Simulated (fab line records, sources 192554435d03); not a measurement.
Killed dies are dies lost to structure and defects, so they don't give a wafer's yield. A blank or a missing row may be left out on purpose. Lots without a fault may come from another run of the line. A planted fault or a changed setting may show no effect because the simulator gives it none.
Split-lot experiment | flow n5_finfet | 7 lots, 36 wafers read, on a route of 1938 steps

THE SPLIT
At N5_BEOL_M11_TRENCH_ETCH_37 (etches SiCOH lowk in C4F6/O2, target depth 148.83 nm, time 48 s), the setting time_s was moved away from the recipe's 48 s on 15 of the 36 wafers read, by -53.8% to -32.1%. The other wafers ran this setting at the recipe's value.

FROM THE SPLIT TO THE READING: what the file shows between them, 11 steps
- N5_BEOL_M11_ETCH_41: etches SiCN in CH3F/O2, target depth 42.6 nm, time 86 s
- N5_BEOL_M11_STRIP_77: strips in N2/H2, time 10 s
- N5_BEOL_M11_OCD_MEAS_38
- N5_BEOL_M11_HM_STRIP_39: strips TiN in peroxide tin strip, target depth 25 nm, time 158 s
- N5_BEOL_M11_SRD_40: time 30 s
- N5_BEOL_M11_ECD_50: material Cu, target thk 318 nm
- N5_BEOL_M11_ANNEAL_51: time 90 s
- N5_BEOL_M11_CMP_52: polishes, stops on SiCOH lowk, t overpolish 7 s, target thk 140 nm
- N5_BEOL_M11_THK_MEAS_53: measures by xrf
- N5_BEOL_M11_PRE_CLEAN_55: time 15 s
- N5_BEOL_M11_DEP_56: deposits SiCN from 3MS/NH3, target thk 30 nm, time 10.5 s

THE READING
M11_RS, in ohm/sq, at N5_BEOL_M11_RS_MEAS_57 (measures by four-point-probe). Fault-free wafers of this fab line usually give 0.151 ohm/sq, standard deviation 0.0041 ohm/sq.

wafer  | tool, chamber at the split | time_s as run, s | against the recipe | M11_RS, ohm/sq | against lot-mates on the recipe
L081.1 | rie_diel-06, 0             | 22.17            | -53.8%             | 0.415          | +0.264
L081.2 | rie_diel-06, 3             | 48               | recipe             | 0.154          | -
L081.3 | rie_diel-06, 2             | 48               | recipe             | 0.149          | -
L081.4 | rie_diel-06, 0             | 22.17            | -53.8%             | 0.414          | +0.263
L081.5 | rie_diel-06, 2             | 48               | recipe             | 0.151          | -
L081.6 | rie_diel-06, 3             | 22.17            | -53.8%             | 0.423          | +0.272
L083.1 | rie_diel-05, 0             | 32.6             | -32.1%             | 0.240          | +0.090
L083.2 | rie_diel-05, 1             | 48               | recipe             | 0.150          | -
L083.3 | rie_diel-05, 2             | 32.6             | -32.1%             | 0.228          | +0.078
L083.4 | rie_diel-05, 3             | 48               | recipe             | 0.152          | -
L083.5 | rie_diel-05, 0             | 48               | recipe             | 0.149          | -
L083.6 | rie_diel-05, 1             | 32.6             | -32.1%             | 0.236          | +0.086
L084.1 | rie_diel-01, 1             | 24.75            | -48.4%             | 0.363          | +0.213
L084.2 | rie_diel-01, 3             | 24.75            | -48.4%             | 0.337          | +0.187
L084.3 | rie_diel-01, 0             | 48               | recipe             | 0.151          | -
L084.4 | rie_diel-01, 2             | 48               | recipe             | 0.147          | -
L084.5 | rie_diel-01, 3             | 24.75            | -48.4%             | 0.335          | +0.185
L084.6 | rie_diel-01, 0             | 48               | recipe             | 0.152          | -
L086.1 | rie_diel-06, 3             | 48               | recipe             | 0.152          | -
L086.2 | rie_diel-06, 0             | 48               | recipe             | 0.154          | -
L086.3 | rie_diel-06, 2             | 48               | recipe             | 0.147          | -
L087.3 | rie_diel-01, 0             | 48               | recipe             | 0.152          | -
L087.4 | rie_diel-01, 3             | 48               | recipe             | 0.150          | -
L087.6 | rie_diel-01, 2             | 48               | recipe             | 0.152          | -
L091.1 | rie_diel-01, 3             | 48               | recipe             | 0.150          | -
L091.2 | rie_diel-01, 1             | 48               | recipe             | 0.150          | -
L091.3 | rie_diel-01, 2             | 27.62            | -42.5%             | 0.289          | +0.139
L091.4 | rie_diel-01, 3             | 48               | recipe             | 0.150          | -
L091.5 | rie_diel-01, 1             | 27.62            | -42.5%             | 0.300          | +0.150
L091.6 | rie_diel-01, 2             | 27.62            | -42.5%             | 0.291          | +0.141
L096.1 | rie_diel-01, 1             | 48               | recipe             | 0.152          | -
L096.2 | rie_diel-01, 2             | 48               | recipe             | 0.152          | -
L096.3 | rie_diel-01, 0             | 22.89            | -52.3%             | 0.394          | +0.242
L096.4 | rie_diel-01, 2             | 48               | recipe             | 0.151          | -
L096.5 | rie_diel-01, 0             | 22.89            | -52.3%             | 0.395          | +0.243
L096.6 | rie_diel-01, 1             | 22.89            | -52.3%             | 0.397          | +0.245

THE FIT
A straight line over all 36 wafers: M11_RS changes by -0.00427 ohm/sq for each +1% of time_s; r = -0.97; the points scatter about the line by 0.024 ohm/sq.
The same after taking each lot's own level away (the mean of its wafers on the recipe; 36 wafers): -0.00427 ohm/sq for each +1%; r = -0.97; scatter 0.023 ohm/sq.
On that fit, the largest move of time_s shifts the reading by 0.23 ohm/sq.
The lots' own levels span 0.1500 to 0.1517 ohm/sq, that is 0.4 times the standard deviation above.
So the lot-to-lot level changes the slope little: the two slopes agree.
Check: with one of the wafers moved furthest among these (-53.8%) left out of the fit, the line predicts +0.222 ohm/sq for it against its lot-mates. It came out at +0.264 ohm/sq against them.

THE WHOLE CHAIN: every reading that the file lists as answering this split, in the file's order
step                       | what it does                                                       | reading                                                                           | change (the file's fit)                | r (the file's)
N5_BEOL_M11_TRENCH_ETCH_37 | etches SiCOH lowk in C4F6/O2, target depth 148.83 nm, time 48 s    | BEOL_M11.feature_depth_nm (the simulator's own value, which no gauge read)        | +1.5 nm for each +1% of the setting    | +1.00
N5_BEOL_M11_TRENCH_ETCH_37 | etches SiCOH lowk in C4F6/O2, target depth 148.83 nm, time 48 s    | etch.depth_nm (the simulator's own value, which no gauge read)                    | +1.5 nm for each +1% of the setting    | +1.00
N5_BEOL_M11_TRENCH_ETCH_37 | etches SiCOH lowk in C4F6/O2, target depth 148.83 nm, time 48 s    | TiN_of_BEOL_M11_HM_DEP_02.thk_nm (the simulator's own value, which no gauge read) | -0.0417 nm for each +1% of the setting | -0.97
N5_BEOL_M11_OCD_MEAS_38    |                                                                    | trench_depth_nm                                                                   | +1.5 nm for each +1% of the setting    | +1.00
N5_BEOL_M11_CMP_52         | polishes, stops on SiCOH lowk, t overpolish 7 s, target thk 140 nm | Cu_of_BEOL_M11_ECD_50.thk_nm (the simulator's own value, which no gauge read)     | +1.49 nm for each +1% of the setting   | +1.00
N5_BEOL_M11_THK_MEAS_53    | measures by xrf                                                    | M11_THK                                                                           | +1.48 for each +1% of the setting      | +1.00
N5_BEOL_M11_RS_MEAS_57     | measures by four-point-probe                                       | M11_RS                                                                            | -0.0042 for each +1% of the setting    | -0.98

THE FILE'S OWN FIT
M11_RS changes by -0.0042 ohm/sq for each +1% of time_s, r = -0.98.
